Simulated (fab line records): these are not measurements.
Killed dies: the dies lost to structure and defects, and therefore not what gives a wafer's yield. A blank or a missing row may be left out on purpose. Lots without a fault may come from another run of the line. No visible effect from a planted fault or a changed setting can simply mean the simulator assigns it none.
Matching of chambers | flow nand harc | rie diel-12 running NHARC_A_WL_FILL_STRIP_29: 4 sister chambers
The step strips in O2, time 20 s. 8 wafers are shown with their chamber, then 9 later ones without.

WAFERS, EACH WITH ITS CHAMBER
wafer  | chamber | rf vpp V (V) | throttle valve pct (%)
L078.4 | 3       | 58.8         | 17.051
L079.1 | 1       | 58.6         | 17.023
L079.6 | 3       | 57.7         | 17.034
L081.3 | 0       | 58.2         | 17.044
L081.5 | 2       | 57.5         | 17.035
L083.3 | 2       | 57.9         | 17.051
L083.5 | 0       | 57.0         | 17.040
L083.6 | 1       | 59.5         | 17.039

WAFERS MISSING THEIR CHAMBER
wafer  | rf vpp V (V) | throttle valve pct (%)
L086.1 | 58.0         | 17.046
L086.4 | 55.7         | 17.037
L086.5 | 58.0         | 17.036
L095.2 | 58.1         | 17.058
L095.4 | 59.4         | 17.053
L095.6 | 57.3         | 17.022
L097.1 | 57.3         | 17.054
L097.4 | 56.8         | 17.030
L097.5 | 58.0         | 17.021

WHICH CHAMBER EACH ONE RAN IN
wafer  | from the rows above               | in truth
L086.1 | can't be placed: 3 or 2 or 0 or 1 | 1
L086.4 | can't be placed: 0 or 2 or 3      | 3
L086.5 | can't be placed: 3 or 2 or 0 or 1 | 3
L095.2 | can't be placed: 3 or 2 or 0 or 1 | 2
L095.4 | can't be placed: 3 or 1 or 2 or 0 | 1
L095.6 | can't be placed: 0 or 2 or 3 or 1 | 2
L097.1 | can't be placed: 2 or 0 or 3      | 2
L097.4 | can't be placed: 0 or 2 or 3 or 1 | 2
L097.5 | can't be placed: 1 or 3 or 0 or 2 | 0
0 of 9 placed correctly. Unplaceable from these rows: 9, with the true chamber sitting among the candidates in 9. Number placed wrongly: 0.
How it was worked out, from the rows above alone: a wafer's distance from a chamber is the root of the sum, over the readings, of the square of ((its reading less the chamber's mean) divided by the reading's scatter). The wafer belongs to the nearest chamber; if the next one is less than 2 further off, it can't be placed. For every chamber, the mean is computed from those of its wafers that are shown. How the scatter is found: for the shown wafers, subtract from each reading the mean of its chamber, square and add these, divide the total by (wafers less chambers), then take the root.
